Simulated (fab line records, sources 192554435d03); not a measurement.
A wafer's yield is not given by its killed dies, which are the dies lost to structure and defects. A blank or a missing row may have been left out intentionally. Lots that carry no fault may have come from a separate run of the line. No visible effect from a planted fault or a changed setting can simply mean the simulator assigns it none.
Matching of chambers || flow n5_finfet || pecvd-04 running N5_BEOL_M4_PECVD_72: 3 sister chambers
The step deposits SiO2 from TEOS/O2, target thk 16 nm, time 18 s. 6 wafers are shown with their chamber, then 8 later ones without.

## WAFERS PAIRED WITH THEIR CHAMBERS
{"wafer": "L085.5", "chamber": 2, "throttle_valve_pct (%)": 21.4, "showerhead_plenum_p_Torr (Torr)": 8.72}
{"wafer": "L088.5", "chamber": 0, "throttle_valve_pct (%)": 24.1, "showerhead_plenum_p_Torr (Torr)": 8.70}
{"wafer": "L090.1", "chamber": 1, "throttle_valve_pct (%)": 23.4, "showerhead_plenum_p_Torr (Torr)": 8.89}
{"wafer": "L090.3", "chamber": 2, "throttle_valve_pct (%)": 21.3, "showerhead_plenum_p_Torr (Torr)": 8.72}
{"wafer": "L090.5", "chamber": 0, "throttle_valve_pct (%)": 24.1, "showerhead_plenum_p_Torr (Torr)": 8.72}
{"wafer": "L092.2", "chamber": 1, "throttle_valve_pct (%)": 23.8, "showerhead_plenum_p_Torr (Torr)": 8.85}

## WAFERS WITHOUT THEIR CHAMBER
{"wafer": "L092.4", "throttle_valve_pct (%)": 24.3, "showerhead_plenum_p_Torr (Torr)": 8.71}
{"wafer": "L092.6", "throttle_valve_pct (%)": 23.7, "showerhead_plenum_p_Torr (Torr)": 8.86}
{"wafer": "L094.1", "throttle_valve_pct (%)": 21.4, "showerhead_plenum_p_Torr (Torr)": 8.72}
{"wafer": "L094.5", "throttle_valve_pct (%)": 23.7, "showerhead_plenum_p_Torr (Torr)": 8.83}
{"wafer": "L094.6", "throttle_valve_pct (%)": 21.5, "showerhead_plenum_p_Torr (Torr)": 8.69}
{"wafer": "L095.1", "throttle_valve_pct (%)": 24.3, "showerhead_plenum_p_Torr (Torr)": 8.69}
{"wafer": "L095.2", "throttle_valve_pct (%)": 21.3, "showerhead_plenum_p_Torr (Torr)": 8.72}
{"wafer": "L095.5", "throttle_valve_pct (%)": 21.6, "showerhead_plenum_p_Torr (Torr)": 8.72}

## WHICH CHAMBER EACH WENT THROUGH
{"wafer": "L092.4", "from the rows above": 0, "in truth": 0}
{"wafer": "L092.6", "from the rows above": 1, "in truth": 1}
{"wafer": "L094.1", "from the rows above": 2, "in truth": 2}
{"wafer": "L094.5", "from the rows above": 1, "in truth": 1}
{"wafer": "L094.6", "from the rows above": 2, "in truth": 2}
{"wafer": "L095.1", "from the rows above": 0, "in truth": 0}
{"wafer": "L095.2", "from the rows above": 2, "in truth": 2}
{"wafer": "L095.5", "from the rows above": 2, "in truth": 2}
Correct placement for 8 of the 8. Can't be placed from these rows: 0. Number placed wrongly: 0.
How it was worked out, from the rows above alone: a wafer's distance from a chamber is the root of the sum, over the readings, of the square of ((its reading less the chamber's mean) divided by the reading's scatter). If the next closest chamber is less than 2 further off than the closest, the wafer can't be placed; otherwise it belongs to the closest. A chamber's mean is the mean of its shown wafers. The scatter: take each reading less its chamber's mean, square it, sum over the shown wafers, divide by the number of wafers less the number of chambers, and take the root.
